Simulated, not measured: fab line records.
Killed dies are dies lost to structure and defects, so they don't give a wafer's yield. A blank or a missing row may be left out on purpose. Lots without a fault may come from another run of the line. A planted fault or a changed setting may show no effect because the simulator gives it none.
Which of the tools did it?    flow nand harc    24 lots, 72 wafers sampled, at 5 steps of a route of 1302

## WHAT THE GAUGES READ, wafer by wafer
NHARC_A_BLC_INSPECT_28.
lot   measured      on                 raw defect count
L074  day 23 03:44  defect inspect-01  685 508 459
L075  day 23 09:17  defect inspect-01  659 546 491
L077  day 23 22:55  defect inspect-01  517 533 495
L076  day 24 01:24  defect inspect-01  507 494 441
L078  day 24 15:42  defect inspect-01  473 482 399
L079  day 24 19:56  defect inspect-01  462 462 433
L080  day 25 19:52  defect inspect-02  545 659 454
L081  day 25 20:12  defect inspect-02  543 554 598
L082  day 26 08:04  defect inspect-01  527 397 499
L083  day 26 15:04  defect inspect-02  459 538 483
L085  day 27 02:51  defect inspect-01  529 561 425
L084  day 27 04:29  defect inspect-01  473 499 551
L086  day 27 18:26  defect inspect-01  454 575 502
L087  day 28 15:47  defect inspect-01  518 595 433
L089  day 28 22:15  defect inspect-01  473 464 515
L088  day 29 00:16  defect inspect-01  507 519 506
L090  day 29 05:41  defect inspect-01  416 434 476
L091  day 29 09:17  defect inspect-01  326 372 353
L092  day 30 01:09  defect inspect-02  433 475 489
L094  day 30 16:04  defect inspect-01  514 489 529
L093  day 30 17:25  defect inspect-02  525 686 393
L095  day 31 16:38  defect inspect-01  478 469 397
L096  day 32 00:16  defect inspect-01  384 427 522
L097  day 32 01:42  defect inspect-01  586 652 544

NHARC_A_M0_CD_MEAS_09: the cd target is 80 nm.
lot   measured      on         cd nm (nm)
L074  day 23 04:37  cd sem-01  79.8 78.7 79.8
L075  day 23 10:04  cd sem-02  80.4 80.1 80.3
L077  day 23 23:49  cd sem-02  80.0 79.9 79.4
L076  day 24 02:22  cd sem-03  79.9 79.4 80.1
L078  day 24 16:29  cd sem-03  79.9 80.3 80.3
L079  day 24 20:50  cd sem-02  79.2 79.1 80.0
L080  day 25 20:46  cd sem-02  80.5 80.7 79.6
L081  day 25 20:59  cd sem-03  79.6 79.9 80.3
L082  day 26 08:50  cd sem-01  79.2 78.9 79.2
L083  day 26 15:58  cd sem-03  79.9 78.9 79.4
L085  day 27 03:45  cd sem-03  79.4 79.7 80.1
L084  day 27 05:23  cd sem-01  80.2 80.1 79.9
L086  day 27 19:20  cd sem-01  78.9 79.7 79.7
L087  day 28 16:41  cd sem-01  80.2 80.3 79.6
L089  day 28 23:11  cd sem-03  79.9 79.7 79.6
L088  day 29 01:11  cd sem-03  80.7 80.2 79.2
L090  day 29 06:36  cd sem-01  79.7 80.0 79.5
L091  day 29 10:12  cd sem-01  80.2 79.4 79.6
L092  day 30 02:03  cd sem-03  80.2 79.9 79.9
L094  day 30 16:58  cd sem-03  79.9 79.2 80.6
L093  day 30 18:11  cd sem-01  79.2 79.7 79.9
L095  day 31 17:32  cd sem-01  79.8 79.5 80.1
L096  day 32 01:12  cd sem-03  80.0 80.5 80.2
L097  day 32 02:36  cd sem-03  79.6 79.7 79.8

NHARC_A_M0_OVL_MEAS_10: pitch 160 nm.
lot   measured      on          overlay x nm (nm)  overlay y nm (nm)
L074  day 23 04:43  overlay-02  0.1 -0.1 0.7       0.4 0.7 0.3
L075  day 23 10:10  overlay-02  -0.1 0.1 -0.6      -0.6 0.0 0.6
L077  day 23 23:54  overlay-02  -1.4 -1.3 -1.5     -0.1 -0.4 -0.2
L076  day 24 02:26  overlay-01  0.0 0.5 -0.1       0.4 0.2 0.7
L078  day 24 16:34  overlay-02  -0.3 -0.1 0.1      -0.7 -0.2 -0.5
L079  day 24 20:55  overlay-02  0.0 0.4 -0.2       -0.5 -0.6 0.4
L080  day 25 20:51  overlay-02  0.0 -0.1 0.0       -0.5 -0.3 -0.7
L081  day 25 21:04  overlay-01  1.0 0.9 0.7        0.3 0.4 0.0
L082  day 26 08:56  overlay-01  -0.1 0.6 0.0       -0.3 -0.6 -0.6
L083  day 26 16:03  overlay-02  -1.6 -1.4 -1.5     1.8 1.9 2.0
L085  day 27 03:50  overlay-01  0.3 1.2 0.9        -0.9 -0.6 -1.2
L084  day 27 05:29  overlay-01  0.0 -0.1 0.2       0.0 0.1 0.2
L086  day 27 19:25  overlay-01  0.5 0.0 0.0        0.2 -0.3 -0.6
L087  day 28 16:46  overlay-01  -0.4 0.3 0.6       -1.2 -1.3 -1.3
L089  day 28 23:17  overlay-01  0.5 0.3 0.8        -0.1 0.3 0.3
L088  day 29 01:17  overlay-01  0.2 0.4 0.1        0.4 0.1 0.4
L090  day 29 06:41  overlay-02  0.6 0.5 0.5        2.4 2.1 2.7
L091  day 29 10:17  overlay-02  1.3 0.7 0.8        -0.1 -0.1 0.5
L092  day 30 02:08  overlay-02  0.5 1.2 1.2        1.3 1.2 0.7
L094  day 30 17:04  overlay-02  0.4 0.1 0.2        0.4 0.4 0.7
L093  day 30 18:16  overlay-01  0.3 0.3 0.6        0.1 0.3 -0.2
L095  day 31 17:38  overlay-02  0.1 -0.6 -0.4      -0.7 0.3 -0.7
L096  day 32 01:17  overlay-01  -0.7 0.5 -0.6      -1.5 -1.1 -1.1
L097  day 32 02:41  overlay-02  0.2 0.3 -0.4       1.3 0.8 0.7

NHARC_A_M1_CD_MEAS_16.
lot   measured      on         cd nm (nm)
L074  day 23 09:08  cd sem-03  119.5 120.6 121.3
L075  day 23 14:38  cd sem-02  119.6 119.4 119.5
L077  day 24 04:52  cd sem-02  119.1 119.3 118.3
L076  day 24 06:55  cd sem-02  118.7 119.1 119.1
L078  day 24 21:27  cd sem-01  119.3 119.8 119.5
L079  day 25 01:32  cd sem-02  118.9 119.7 118.6
L080  day 26 01:17  cd sem-03  119.2 119.3 119.0
L081  day 26 01:35  cd sem-01  120.0 120.7 118.9
L082  day 26 13:19  cd sem-02  120.1 119.5 118.8
L083  day 26 20:33  cd sem-01  119.8 120.4 119.5
L085  day 27 08:09  cd sem-02  119.7 120.2 120.1
L084  day 27 09:55  cd sem-01  120.1 121.1 120.5
L086  day 27 23:57  cd sem-03  119.7 120.1 119.2
L087  day 28 21:13  cd sem-01  118.8 119.3 118.6
L089  day 29 03:43  cd sem-02  119.7 119.7 119.2
L088  day 29 05:44  cd sem-01  118.5 118.5 118.4
L090  day 29 11:11  cd sem-03  117.8 118.4 119.0
L091  day 29 14:43  cd sem-02  119.1 119.2 119.3
L092  day 30 06:44  cd sem-03  118.3 119.0 118.0
L094  day 30 21:31  cd sem-01  120.3 120.0 119.2
L093  day 30 22:44  cd sem-01  119.9 120.3 119.7
L095  day 31 22:05  cd sem-02  120.6 120.9 119.7
L096  day 32 06:44  cd sem-02  120.2 119.6 119.9
L097  day 32 07:22  cd sem-01  118.7 119.6 118.6

## WHAT TOOL EACH LOT RAN ON (gives the tool, then ch and the chambers of the sampled wafers, and finally the start)
lot   NHARC_A_M0_DEGAS_28
L074  pvd sputter-02, day 23 05:43
L075  pvd sputter-02, day 23 11:10
L077  pvd sputter-03, day 24 00:55
L076  pvd sputter-01, day 24 03:28
L078  pvd sputter-01, day 24 17:35
L079  pvd sputter-02, day 24 22:00
L080  pvd sputter-02, day 25 21:52
L081  pvd sputter-01, day 25 22:05
L082  pvd sputter-01, day 26 10:00
L083  pvd sputter-03, day 26 17:07
L085  pvd sputter-02, day 27 04:52
L084  pvd sputter-02, day 27 06:29
L086  pvd sputter-03, day 27 20:28
L087  pvd sputter-01, day 28 17:48
L089  pvd sputter-02, day 29 00:18
L088  pvd sputter-03, day 29 02:18
L090  pvd sputter-03, day 29 07:45
L091  pvd sputter-01, day 29 11:18
L092  pvd sputter-02, day 30 03:10
L094  pvd sputter-02, day 30 18:04
L093  pvd sputter-02, day 30 19:17
L095  pvd sputter-01, day 31 18:39
L096  pvd sputter-02, day 32 02:18
L097  pvd sputter-02, day 32 03:43
- NHARC_A_M0_DEGAS_28: time 60 s.

## WHAT THE TOOLS THEMSELVES READ (means of the sampled wafers that have a number; where no wafer has one, the mark that the record gives instead)
NHARC_A_M0_DEGAS_28.
lot   tool            heater power w (W)
L074  pvd sputter-02  288
L075  pvd sputter-02  298
L077  pvd sputter-03  306
L076  pvd sputter-01  338
L078  pvd sputter-01  356
L079  pvd sputter-02  302
L080  pvd sputter-02  298
L081  pvd sputter-01  329
L082  pvd sputter-01  350
L083  pvd sputter-03  320
L085  pvd sputter-02  301
L084  pvd sputter-02  299
L086  pvd sputter-03  320
L087  pvd sputter-01  333
L089  pvd sputter-02  313
L088  pvd sputter-03  311
L090  pvd sputter-03  295
L091  pvd sputter-01  324
L092  pvd sputter-02  293
L094  pvd sputter-02  300
L093  pvd sputter-02  304
L095  pvd sputter-01  331
L096  pvd sputter-02  312
L097  pvd sputter-02  303

## THE ANSWER, worked out from the rows above alone
Rule: the usual values come from the lots themselves. The widest of any qualifying gaps counts: lots, ordered by their means at a reading, are off when they make up no more than a third of the lots, leave a main group of 4 or more, and stand apart from it by 3 or more times the standard deviation of that group's means. A main group is skipped when, at the precision printed for the reading in the tables above, its means are all equal. Also off: a lot with no number at a reading for which 4 or more lots have one. All remaining lots with rows at the step are treated as sound. After the gauges, taken in route order, come the tools' own readings; for these a lot's mean is taken, as printed above. The first step at which some lot is off is used, and at that step the reading that is off furthest; a lot without a number counts as furthest.
No lot is off on any of the readings shown, so nothing can be concluded from this.

## WHAT THE SIMULATOR PUT IN
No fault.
